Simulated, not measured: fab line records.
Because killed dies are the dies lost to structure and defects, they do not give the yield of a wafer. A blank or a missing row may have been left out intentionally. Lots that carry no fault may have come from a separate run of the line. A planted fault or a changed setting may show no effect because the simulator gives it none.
Which of the tools did it?    flow nandHarc    Sampling: 6 lots, 18 wafers, 5 of 1159 route steps

== WHAT THE GAUGES READ, wafer by wafer ==
NHARC_END_SORT_01.
lot    measured    on    killedAtArray

== WHAT TOOL EACH LOT RAN ON (gives the tool, then ch and the chambers of the sampled wafers, and finally the start) ==
lot   NHARC_A_STAIRCASE_ETCH_15                     NHARC_A_STAIRCASE_TRIM_16                     NHARC_A_STAIRCASE_ETCH_19          NHARC_A_STAIRCASE_ETCH_21
L718  rieDiel-02 ch 1,3, day 10 18:54 or earlier    rieDiel-02 ch 1,3, day 10 18:54 or earlier    rieDiel-02 ch 1,2, day 10 18:54    rieDiel-06 ch 1,2,3, no start
L721  rieDiel-02 ch 1,3, day 11 16:03 or earlier    rieDiel-02 ch 1,2, day 11 16:03 or earlier    rieDiel-02 ch 1,3, day 11 16:03    rieDiel-06 ch 1,3, no start
L726  rieDiel-06 ch 0,1,2, day 12 22:47 or earlier  rieDiel-06 ch 0,2, day 12 22:47 or earlier    rieDiel-06 ch 0,2, day 12 22:47    rieDiel-06 ch 2,3, no start
L734  rieDiel-07 ch 1,2,3, day 14 22:46 or earlier  rieDiel-07 ch 2,3, day 14 22:46 or earlier    rieDiel-07 ch 2,3, day 14 22:46    rieDiel-06 ch 0,3, no start
L736  rieDiel-07 ch 1,2,3, day 15 11:32 or earlier  rieDiel-07 ch 0,2, day 15 11:32 or earlier    rieDiel-07 ch 0,1, day 15 11:32    rieDiel-07 ch 0,2,3, no start
L739  rieDiel-07 ch 0,1,3, day 16 12:52 or earlier  rieDiel-07 ch 0,2,3, day 16 12:52 or earlier  rieDiel-07 ch 0,2,3, day 16 12:52  rieDiel-06 ch 0,2,3, no start
- NHARC_A_STAIRCASE_ETCH_15: etches the open film in C4F8/O2, target depth 100 nm, time 40.5 s.
- NHARC_A_STAIRCASE_TRIM_16: chemistry O2, time 211.2 s.
- NHARC_A_STAIRCASE_ETCH_19: etches the open film in C4F8/O2, target depth 100 nm, time 40.5 s.
- NHARC_A_STAIRCASE_ETCH_21: etches the open film in C4F8/O2, target depth 100 nm, time 40.5 s.

== THE ANSWER, worked out from the rows above alone ==
Rule: usual is defined by the lots themselves. The widest of any qualifying gaps counts: lots, ordered by their means at a reading, are off when they make up no more than a third of the lots, leave a main group of 4 or more, and stand apart from it by 3 or more times the standard deviation of that group's means. The tables above print the reading to a certain number of digits; a main group whose means all agree to those digits is not used. Also off: a lot with no number at a reading for which 4 or more lots have one. The other lots that the step has rows for count as sound.
No lot is off at any reading shown: from this, nothing can be told.

== WHAT WAS PUT IN BY THE SIMULATOR ==
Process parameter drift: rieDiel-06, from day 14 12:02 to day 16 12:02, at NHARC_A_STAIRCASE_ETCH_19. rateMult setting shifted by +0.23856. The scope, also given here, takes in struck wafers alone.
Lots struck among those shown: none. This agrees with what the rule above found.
